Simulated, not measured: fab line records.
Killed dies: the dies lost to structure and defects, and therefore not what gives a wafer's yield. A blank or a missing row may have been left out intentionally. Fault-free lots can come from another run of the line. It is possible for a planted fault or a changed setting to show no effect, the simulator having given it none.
fab line records	flow n5Finfet	part 1 of 2: steps 1 to 22 of 29
record lots=5	wafers=15	lastDay=16
route steps=1938 shown DUMMY_REMOVAL@382 HKMG_FIN@385
lots that met no fault: from a run of the same line without faults
startH: hours from the record's first day to the start of the lot's first wafer shown	waitH: hours since the lot's step before	" as in the row above	L1.1+2: several wafers, shown together as one row	- no value, or no start was given	* or withheld: withheld	< > ~ a bound
route shown NAME@n: a module of which the file shows steps, and the number in the route of the first	usual: mean/standard deviation of fault-free wafers	same: alike in all rows	chamber/n: place in a boat	sites: per-site readings	_std_site: the standard deviation of these	_edge_site: outer sites' mean less inner sites'	radiusMm: for every site, how far away it sits from the centre of the wafer	mask NAME#n: copy n	behind: tool/chamber where the wafer was last shaped	hold: reason for holding the lot/hours on hold/outcome of the hold	device: the n, p or np transistor that did not switch	end of line: tests run on the same wafers once the route is complete	a step given without rows: its recipe and nothing more	killed: the dies lost at the first sort to structure and to defects; this is not the yield of the wafer	map: dies across one wafer; x = killed, . = not, _ = none there
set.NAME: the setting that was run; set.NAME@STEP: the one run at that earlier step	model.NAME: the simulator's own value behind a step, which no gauge read
certain route steps with their lots: each step a table, each wafer a row
services: when a tool's chamber went out of use (startH, in hours from the record's first day, below 0 if earlier), for how many hours, and the reason
## steps
# step N5_DUMMY_REMOVAL_PRECLEAN_08
# recipe chemistry=NF3:NH3	afsCycles=2	tempC=30	timeS=20	sublimationTempC=180	sublimationTimeS=60	pressureTorr=3	rfPowerW=30
# usual pressureTorr=2.999/0.0057
lot.wafer	tool	chamber	startH	waitH	pressureTorr
L074.1	remotePlasma-02	0	74.53	0.0	2.999
L074.2	"	0	"	"	3.008
L074.3	"	0	"	"	2.997
L082.1	remotePlasma-02	0	123.32	0.0	2.997
L082.5	"	0	"	"	3.000
L082.6	"	0	"	"	2.996
L084.1	remotePlasma-01	1	137.55	0.0	2.998
L084.2	"	1	"	"	3.000
L084.4	"	1	"	"	3.007
L086.2	remotePlasma-02	0	150.75	0.1	2.997
L086.3	"	0	"	"	2.985
L086.6	"	0	"	"	2.994
L088.1	remotePlasma-02	1	160.86	0.0	2.992
L088.3	"	1	"	"	2.993
L088.5	"	1	"	"	2.996
# step N5_DUMMY_REMOVAL_PRECLEAN_04
# recipe chemistry=DHF	timeS=37	tempC=25	dilution=500:1
lot.wafer	tool	chamber	startH	waitH
L074.1+2+3	wetBench-02	3,1,5	74.74	0.2
L082.1+5+6	wetBench-05	2,0,7	123.53	0.2
L084.1+2+4	wetBench-05	3,1,6	137.76	0.2
L086.2+3+6	wetBench-05	7,6,0	150.93	0.2
L088.1+3+5	wetBench-05	0,6,1	161.07	0.2
# step N5_DUMMY_REMOVAL_SRD_05
# recipe dry=ipaMarangoni	doPpb=5	timeS=30	tempC=23	rinseLiquid=diw
# usual doPpb=5.00/0.052
lot.wafer	tool	chamber	startH	waitH	doPpb
L074.1	wetBench-02	3	74.75	0.0	4.97
L074.2	"	1	"	"	4.96
L074.3	"	5	"	"	4.89
L082.1	wetBench-05	2	123.55	0.0	4.99
L082.5	"	0	"	"	5.06
L082.6	"	7	"	"	5.12
L084.1	wetBench-05	3	137.78	0.0	4.92
L084.2	"	1	"	"	4.99
L084.4	"	6	"	"	4.97
L086.2	wetBench-05	7	150.94	0.0	4.92
L086.3	"	6	"	"	4.96
L086.6	"	0	"	"	5.12
L088.1	wetBench-05	0	161.08	0.0	5.01
L088.3	"	6	"	"	4.99
L088.5	"	1	"	"	5.04
# step N5_HKMG_FIN_IL_REGROW_00
# recipe material=SiO2	targetThkA=7.5	chemistry=O3	tempC=withheld	timeS=30
lot.wafer	tool	chamber	startH	waitH
L074.1+2+3	aldHk-01	3,0,2	74.80	0.0
L082.1+5+6	aldHk-01	2,2,1	123.59	0.0
L084.1+2+4	aldHk-03	3,1,0	137.82	0.0
L086.2+3+6	aldHk-03	0,1,0	151.09	0.1
L088.1+3+5	aldHk-01	3,0,2	161.13	0.0
# step N5_HKMG_FIN_HK_ALD_01
# recipe material=HfO2	targetThkA=16	tempC=withheld	aldPrecursorFamily=HfCl4	aldCoReactant=H2O	pulseTimeS=3	purgeTimeS=3	coReactantPurgeTimeS=2.5	coReactantPulseTimeS=0.3	aldCycles=30
# usual precursorPulseHeightRel=1.000/0.018
lot.wafer	tool	chamber	startH	waitH	precursorPulseHeightRel
L074.1	aldHk-01	3	74.85	0.0	1.009
L074.2	"	0	"	"	0.999
L074.3	"	2	"	"	0.982
L082.1	aldHk-01	2	123.64	0.0	1.017
L082.5	"	2	"	"	0.992
L082.6	"	1	"	"	1.037
L084.1	aldHk-03	3	137.87	0.0	1.031
L084.2	"	1	"	"	0.992
L084.4	"	0	"	"	0.997
L086.2	aldHk-03	0	151.14	0.0	0.994
L086.3	"	1	"	"	0.996
L086.6	"	0	"	"	1.029
L088.1	aldHk-01	3	161.23	0.1	0.994
L088.3	"	0	"	"	0.979
L088.5	"	2	"	"	0.999
# step N5_HKMG_FIN_HK_ANNEAL_02
# recipe tempC=700	timeS=30	ambient=N2	idleTempC=600	rampUpCPerS=150	rampDownCPerS=60	coolToC=600
# usual lampPowerPct=8.80/0.051	lamp_zone_1_pct=8.798/0.011	lamp_zone_3_pct=8.797/0.011	lamp_zone_6_pct=8.726/0.011	wafer_temp_C_max=702.9/0.63
lot.wafer	tool	chamber	startH	waitH	lampPowerPct	lamp_zone_1_pct	lamp_zone_3_pct	lamp_zone_6_pct	wafer_temp_C_max
L074.1	rtpAnneal-01	0	75.04	0.1	8.80	8.792	8.805	8.728	702.4
L074.2	"	0	"	"	8.86	8.800	8.796	8.721	702.3
L074.3	"	0	"	"	8.79	8.783	8.792	8.728	703.2
L082.1	rtpAnneal-02	0	124.03	0.3	8.86	8.791	8.811	8.720	702.8
L082.5	"	0	"	"	8.82	8.804	8.793	8.761	703.1
L082.6	"	0	"	"	8.81	8.793	8.794	8.722	704.3
L084.1	rtpAnneal-02	0	138.06	0.1	8.79	8.791	8.792	8.719	702.9
L084.2	"	0	"	"	8.85	8.808	8.809	8.734	703.1
L084.4	"	0	"	"	8.73	8.788	8.787	8.747	702.5
L086.2	rtpAnneal-02	0	151.37	0.2	8.79	8.775	8.813	8.709	702.3
L086.3	"	0	"	"	8.78	8.796	8.802	8.727	702.3
L086.6	"	0	"	"	8.82	8.789	8.794	8.736	702.7
L088.1	rtpAnneal-01	0	161.62	0.2	8.76	8.808	8.794	8.735	703.2
L088.3	"	0	"	"	8.81	8.793	8.801	8.725	701.8
L088.5	"	0	"	"	8.83	8.797	8.807	8.727	703.3
# step N5_HKMG_FIN_ALD_74
# recipe material=La2O3	targetThkA=5	tempC=250	aldPrecursorFamily=La-Cp	aldCoReactant=O3	pulseTimeS=6	coReactantPulseTimeS=1	purgeTimeS=3	coReactantPurgeTimeS=3
# usual heaterPowerW=345/31	precursorPulseHeightRel=1.001/0.02
lot.wafer	tool	chamber	startH	waitH	heaterPowerW	precursorPulseHeightRel
L074.1	aldHk-03	1	75.25	0.2	311	0.980
L074.2	"	3	"	"	344	1.049
L074.3	"	2	"	"	350	1.008
L082.1	aldHk-03	0	124.24	0.2	423	1.037
L082.5	"	3	"	"	342	1.016
L082.6	"	0	"	"	420	1.000
L084.1	aldHk-02	3	138.27	0.2	315	1.006
L084.2	"	2	"	"	339	1.002
L084.4	"	1	"	"	330	0.981
L086.2	aldHk-03	1	151.55	0.2	309	1.010
L086.3	"	0	"	"	423	1.000
L086.6	"	1	"	"	320	0.999
L088.1	aldHk-01	0	161.84	0.2	316	0.962
L088.3	"	1	"	"	344	1.016
L088.5	"	0	"	"	312	1.001
# step N5_HKMG_FIN_ALD_75
# recipe material=Al2O3	targetThkA=10	tempC=150	aldPrecursorFamily=TMA	aldCoReactant=H2O	pulseTimeS=withheld	coReactantPulseTimeS=1
# usual heaterPowerW=149/13	precursorPulseHeightRel=1.002/0.022
lot.wafer	tool	chamber	startH	waitH	heaterPowerW	precursorPulseHeightRel
L074.1	aldHk-03	1	75.41	0.1	136	1.032
L074.2	"	3	"	"	147	1.000
L074.3	"	2	"	"	155	1.020
L082.1	aldHk-03	0	124.32	0.0	178	0.991
L082.5	"	3	"	"	147	0.994
L082.6	"	0	"	"	176	1.006
L084.1	aldHk-02	3	138.35	0.0	136	0.984
L084.2	"	2	"	"	150	0.998
L084.4	"	1	"	"	143	1.006
L086.2	aldHk-03	1	151.63	0.0	136	1.006
L086.3	"	0	"	"	179	0.980
L086.6	"	1	"	"	137	1.017
L088.1	aldHk-01	0	161.99	0.1	138	1.006
L088.3	"	1	"	"	152	0.988
L088.5	"	0	"	"	136	1.030
# step N5_HKMG_FIN_COAT_41
# recipe resist=SOC	tempC=250	timeS=60	spinRpm=1500	resistThkNm=300
# usual heaterPowerTotalW=500.4/1.8
lot.wafer	tool	chamber	startH	waitH	heaterPowerTotalW
L074.1	lithoTrack-04	0	75.58	-	501.2
L074.2	"	0	"	"	498.4
L074.3	"	0	"	"	503.1
L082.1	lithoTrack-03	0	124.42	-	501.4
L082.5	"	0	"	"	498.1
L082.6	"	0	"	"	500.4
L084.1	lithoTrack-02	0	138.45	-	500.7
L084.2	"	0	"	"	497.5
L084.4	"	0	"	"	499.1
L086.2	lithoTrack-04	0	151.73	-	501.2
L086.3	"	0	"	"	501.0
L086.6	"	0	"	"	498.0
L088.1	lithoTrack-02	0	162.16	-	502.5
L088.3	"	0	"	"	502.5
L088.5	"	0	"	"	501.8
# step N5_HKMG_FIN_COAT_42
# recipe resist=SiARC	tempC=220	timeS=60	spinRpm=1500	resistThkNm=35
# usual heaterPowerTotalW=427.5/2
lot.wafer	tool	chamber	startH	waitH	heaterPowerTotalW
L074.1	lithoTrack-04	0	-	-	429.7
L074.2	"	0	"	"	427.7
L074.3	"	0	"	"	424.1
L082.1	lithoTrack-03	0	-	-	424.5
L082.5	"	0	"	"	424.3
L082.6	"	0	"	"	424.2
L084.1	lithoTrack-02	0	-	-	425.9
L084.2	"	0	"	"	425.1
L084.4	"	0	"	"	427.7
L086.2	lithoTrack-04	0	-	-	425.8
L086.3	"	0	"	"	429.4
L086.6	"	0	"	"	425.8
L088.1	lithoTrack-02	0	-	-	427.0
L088.3	"	0	"	"	426.7
L088.5	"	0	"	"	430.4
# step N5_HKMG_FIN_COAT_43
# recipe resist=CAR-ArF	spinRpm=1500	resistThkNm=90
lot.wafer	tool	chamber	startH	waitH
L074.1+2+3	lithoTrack-04	0	-	-
L082.1+5+6	lithoTrack-03	0	-	-
L084.1+2+4	lithoTrack-02	0	-	-
L086.2+3+6	lithoTrack-04	0	-	-
L088.1+3+5	lithoTrack-02	0	-	-
# step N5_HKMG_FIN_EBR_45
# recipe solvent=PGMEA	ebrWidthMm=1.5
lot.wafer	tool	chamber	startH	waitH
L074.1+2+3	lithoTrack-04	0	-	-
L082.1+5+6	lithoTrack-03	0	-	-
L084.1+2+4	lithoTrack-02	0	-	-
L086.2+3+6	lithoTrack-04	0	-	-
L088.1+3+5	lithoTrack-02	0	-	-
# step N5_HKMG_FIN_SOFTBAKE_44
# recipe tempC=110	timeS=60	resist=CAR-ArF
# usual heaterPowerTotalW=175.3/1.7
lot.wafer	tool	chamber	startH	waitH	heaterPowerTotalW
L074.1	lithoTrack-04	0	-	-	173.0
L074.2	"	0	"	"	175.3
L074.3	"	0	"	"	173.0
L082.1	lithoTrack-03	0	-	-	175.2
L082.5	"	0	"	"	175.5
L082.6	"	0	"	"	177.5
L084.1	lithoTrack-02	0	-	-	177.5
L084.2	"	0	"	"	177.5
L084.4	"	0	"	"	177.3
L086.2	lithoTrack-04	0	-	-	174.6
L086.3	"	0	"	"	175.6
L086.6	"	0	"	"	176.0
L088.1	lithoTrack-02	0	-	-	177.5
L088.3	"	0	"	"	176.3
L088.5	"	0	"	"	173.2
# step N5_HKMG_FIN_EXPOSE_46
# recipe maskId=NDIPOLE	na=1.35	sourceShape=conventional	sigmaOuter=0.8	polarization=unpolarized	doseMj=40
# usual reticleTempC=22.99/0.1
lot.wafer	tool	chamber	startH	waitH	mask	reticleTempC
L074.1	arfiScanner-03	0	75.82	-	NDIPOLE#0	23.05
L074.2	"	0	"	"	NDIPOLE#0	22.94
L074.3	"	0	"	"	NDIPOLE#0	22.84
L082.1	arfiScanner-03	0	124.66	-	NDIPOLE#0	22.92
L082.5	"	0	"	"	NDIPOLE#0	22.86
L082.6	"	0	"	"	NDIPOLE#0	22.74
L084.1	arfiScanner-03	0	138.57	-	NDIPOLE#0	23.06
L084.2	"	0	"	"	NDIPOLE#0	23.10
L084.4	"	0	"	"	NDIPOLE#0	23.05
L086.2	arfiScanner-02	0	151.98	-	NDIPOLE#0	23.02
L086.3	"	0	"	"	NDIPOLE#0	23.05
L086.6	"	0	"	"	NDIPOLE#0	23.03
L088.1	arfiScanner-02	0	162.28	-	NDIPOLE#0	22.95
L088.3	"	0	"	"	NDIPOLE#0	22.87
L088.5	"	0	"	"	NDIPOLE#0	22.78
# step N5_HKMG_FIN_PEB_47
# recipe pebTempC=withheld	pebTimeS=60	resist=CAR-ArF
lot.wafer	tool	chamber	startH	waitH
L074.1+2+3	lithoTrack-04	0	75.88	0.1
L082.1+5+6	lithoTrack-02	0	124.72	0.1
L084.1+2+4	lithoTrack-02	0	138.62	0.1
L086.2+3+6	lithoTrack-02	0	152.03	0.0
L088.1+3+5	lithoTrack-03	0	162.34	0.1
# step N5_HKMG_FIN_DEVELOP_48
# recipe developTimeS=30	developer=TMAH	resist=CAR-ArF	rinseLiquid=diw	dry=airSpin	devTempC=23
# usual developerTempC=23.02/0.11
lot.wafer	tool	chamber	startH	waitH	developerTempC
L074.1	lithoTrack-04	0	-	-	23.14
L074.2	"	0	"	"	23.12
L074.3	"	0	"	"	22.98
L082.1	lithoTrack-02	0	-	-	23.10
L082.5	"	0	"	"	23.05
L082.6	"	0	"	"	22.91
L084.1	lithoTrack-02	0	-	-	22.94
L084.2	"	0	"	"	23.12
L084.4	"	0	"	"	22.93
L086.2	lithoTrack-02	0	-	-	22.96
L086.3	"	0	"	"	22.89
L086.6	"	0	"	"	23.09
L088.1	lithoTrack-03	0	-	-	22.92
L088.3	"	0	"	"	22.98
L088.5	"	0	"	"	22.85
# step N5_HKMG_FIN_CD_MEAS_49
# recipe targetCdNm=202	landingEnergyEv=500	detector=seInlens	polarity=opening
# usual cdNm=202.0/0.52
lot.wafer	tool	chamber	startH	waitH	cdNm
L074.1	cdSem-02	0	75.94	-	201.9
L074.2	"	0	"	"	201.7
L074.3	"	0	"	"	201.7
L082.1	cdSem-03	0	124.79	-	201.3
L082.5	"	0	"	"	201.5
L082.6	"	0	"	"	201.2
L084.1	cdSem-03	0	138.69	-	201.7
L084.2	"	0	"	"	201.4
L084.4	"	0	"	"	201.3
L086.2	cdSem-03	0	152.10	-	201.4
L086.3	"	0	"	"	201.7
L086.6	"	0	"	"	202.1
L088.1	cdSem-01	0	162.40	-	201.6
L088.3	"	0	"	"	202.4
L088.5	"	0	"	"	201.8
# step N5_HKMG_FIN_OVL_MEAS_50
# recipe pointsPerWafer=44
# usual NDIPOLE_OVL=-0.2/0.67
lot.wafer	tool	chamber	startH	waitH	NDIPOLE_OVL[nm]
L074.1	overlay-02	0	75.98	0.0	-0.2
L074.2	"	0	"	"	-0.2
L074.3	"	0	"	"	-0.8
L082.1	overlay-02	0	124.82	0.0	0.4
L082.5	"	0	"	"	-0.3
L082.6	"	0	"	"	0.8
L084.1	overlay-02	0	138.72	0.0	-0.7
L084.2	"	0	"	"	-0.2
L084.4	"	0	"	"	-0.6
L086.2	overlay-01	0	152.13	0.0	0.0
L086.3	"	0	"	"	-0.2
L086.6	"	0	"	"	-0.3
L088.1	overlay-02	0	162.43	0.0	1.4
L088.3	"	0	"	"	1.5
L088.5	"	0	"	"	0.8
# step N5_HKMG_FIN_INSPECT_61
# recipe mode=adi	inspectInstrument=macro
# usual rawDefectCount=2.2/1.5
lot.wafer	tool	chamber	startH	waitH	rawDefectCount
L074.1	defectInspect-01	-	76.00	0.0	5
L074.2	"	-	"	"	2
L074.3	"	-	"	"	0
L082.1	defectInspect-01	-	124.84	0.0	5
L082.5	"	-	"	"	4
L082.6	"	-	"	"	4
L084.1	defectInspect-02	-	138.75	0.0	4
L084.2	"	-	"	"	2
L084.4	"	-	"	"	1
L086.2	defectInspect-02	-	153.36	1.2	6
L086.3	"	-	"	"	0
L086.6	"	-	"	"	4
L088.1	defectInspect-02	-	162.46	0.0	0
L088.3	"	-	"	"	3
L088.5	"	-	"	"	1
# step N5_HKMG_FIN_DESCUM_53
# recipe chemistry=O2	timeS=7.9	sourcePowerW=50	biasPowerW=20	pressureMtorr=20	rfFrequencyHz=2.712e+07	tempC=40	resist=CAR-ArF	o2FlowSccm=225
# usual chamberPressureMTorr=20.002/0.019	drypumpMotorCurrentA=5.9/0.51	oesProductAu=0.79/0.11	rfVppV=243.8/1.3	showerheadPlenumPTorr=2.13/0.067	throttleValvePct=20.45/0.2
lot.wafer	tool	chamber	startH	waitH	chamberPressureMTorr	drypumpMotorCurrentA	oesProductAu	rfHoursCounterH	rfVppV	showerheadPlenumPTorr	throttleValvePct
L074.1	rieDiel-02	1	76.13	0.1	20.021	6.3	0.69	217	242.0	2.07	20.52
L074.2	"	2	"	"	19.989	6.3	0.91	29	245.3	2.23	20.20
L074.3	"	0	"	"	20.008	5.3	0.68	229	244.2	2.15	20.80
L082.1	rieDiel-01	3	124.87	0.0	20.027	6.0	0.80	110	244.3	2.11	20.38
L082.5	"	0	"	"	20.038	5.4	0.70	-	243.9	2.16	20.49
L082.6	"	3	"	"	20.023	5.9	0.80	-	243.6	2.11	20.36
L084.1	rieDiel-02	0	138.78	0.0	20.009	5.3	0.67	250	244.5	2.14	20.84
L084.2	"	2	"	"	19.997	6.2	0.88	51	245.8	2.22	20.22
L084.4	"	1	"	"	19.966	6.3	0.68	239	242.0	2.06	20.55
L086.2	rieDiel-02	1	153.77	0.4	20.015	6.3	0.67	244	244.4	2.06	20.57
L086.3	"	2	"	"	19.969	6.2	0.87	57	244.6	2.22	20.24
L086.6	"	3	"	"	19.966	6.7	0.71	-	242.7	2.08	20.71
L088.1	rieDiel-02	2	163.07	0.6	19.996	6.2	0.86	63	246.1	2.22	20.25
L088.3	"	0	"	"	20.011	5.3	0.98	2	245.2	2.14	20.52
L088.5	"	2	"	"	20.003	6.2	0.87	-	244.4	2.22	20.25
# step N5_HKMG_FIN_ETCH_54
# recipe chemistry=CF4	target=SiARC	targetDepthA=455	maskMaterial=CAR-ArF	timeS=75.8	ionEnergyEv=80	pressureMtorr=40	sourceW=545	biasW=36	Ar_flow_sccm=100	cf4FlowSccm=100	ends=cleared
# usual chamberPressureMTorr=40.00/0.036	drypumpMotorCurrentA=5.9/0.51	etchRfOnTimeS=76.0/1.3	oesProductAu=0.67/0.09	rfVppV=184.6/1.1	showerheadPlenumPTorr=2.18/0.065	throttleValvePct=15.64/0.22
lot.wafer	tool	chamber	startH	waitH	chamberPressureMTorr	drypumpMotorCurrentA	etchRfOnTimeS	oesProductAu	rfHoursCounterH	rfVppV	showerheadPlenumPTorr	throttleValvePct
L074.1	rieDiel-02	1	76.16	0.0	40.01	6.3	77.3	0.60	217	183.0	2.12	15.77
L074.2	"	2	"	"	40.01	6.3	74.8	0.79	29	183.9	2.27	15.30
L074.3	"	0	"	"	39.99	5.3	76.4	0.59	229	184.1	2.20	16.05
L082.1	rieDiel-01	3	124.91	0.0	40.05	6.0	76.9	0.67	110	184.4	2.16	15.51
L082.5	"	0	"	"	39.97	5.5	76.9	0.59	-	184.6	2.20	15.71
L082.6	"	3	"	"	40.05	6.0	76.7	0.66	-	182.9	2.16	15.51
L084.1	rieDiel-02	0	138.81	0.0	40.00	5.3	76.9	0.57	250	183.3	2.19	16.08
L084.2	"	2	"	"	40.01	6.2	74.1	0.76	51	185.4	2.26	15.34
L084.4	"	1	"	"	40.02	6.3	78.2	0.58	239	183.9	2.11	15.80
L086.2	rieDiel-02	1	153.81	0.0	40.01	6.3	76.7	0.58	245	184.4	2.11	15.82
L086.3	"	2	"	"	39.99	6.3	73.2	0.76	57	185.5	2.26	15.36
L086.6	"	3	"	"	40.04	6.7	76.4	0.61	-	184.5	2.12	15.87
L088.1	rieDiel-02	2	163.11	0.0	40.01	6.2	73.9	0.75	63	185.8	2.25	15.36
L088.3	"	0	"	"	39.98	5.3	74.4	0.84	2	184.9	2.19	15.60
L088.5	"	2	"	"	40.03	6.2	74.9	0.74	-	184.7	2.25	15.36
# step N5_HKMG_FIN_ETCH_55
# recipe chemistry=N2/H2	target=SOC	targetDepthA=2400	tempC=40	timeS=300	ionEnergyEv=200	maskMaterial=SiARC	pressureMtorr=30	sourceW=840	biasW=150	n2FlowSccm=200	h2FlowSccm=200
# usual chamberPressureMTorr=30.00/0.031	drypumpMotorCurrentA=6.0/0.51	oesProductAu=0.79/0.11	rfVppV=525.3/2.4	showerheadPlenumPTorr=2.59/0.08	throttleValvePct=17.87/0.25
lot.wafer	tool	chamber	startH	waitH	chamberPressureMTorr	drypumpMotorCurrentA	oesProductAu	rfHoursCounterH	rfVppV	showerheadPlenumPTorr	throttleValvePct
L074.1	rieDiel-02	1	76.22	0.0	29.95	6.3	0.70	217	524.0	2.52	17.93
L074.2	"	2	"	"	30.00	6.3	0.92	29	527.9	2.70	17.55
L074.3	"	0	"	"	29.99	5.4	0.68	230	525.6	2.61	18.18
L082.1	rieDiel-01	3	124.97	0.0	30.04	6.0	0.78	110	525.9	2.56	17.70
L082.5	"	0	"	"	29.98	5.5	0.69	-	527.8	2.61	17.98
L082.6	"	3	"	"	30.04	6.0	0.78	-	524.4	2.57	17.69
L084.1	rieDiel-02	0	138.87	0.0	29.99	5.3	0.67	250	527.8	2.60	18.21
L084.2	"	2	"	"	30.02	6.2	0.89	51	528.3	2.69	17.59
L084.4	"	1	"	"	30.00	6.3	0.68	239	522.0	2.51	17.98
L086.2	rieDiel-02	1	153.86	0.0	29.96	6.3	0.68	245	523.5	2.51	17.99
L086.3	"	2	"	"	29.98	6.3	0.87	57	527.3	2.69	17.58
L086.6	"	3	"	"	29.97	6.7	0.72	-	522.3	2.52	18.22
L088.1	rieDiel-02	2	163.16	0.0	30.00	6.2	0.88	63	528.3	2.69	17.60
L088.3	"	0	"	"	30.02	5.3	0.97	2	524.6	2.60	17.80
L088.5	"	2	"	"	29.96	6.3	0.86	-	527.3	2.69	17.62
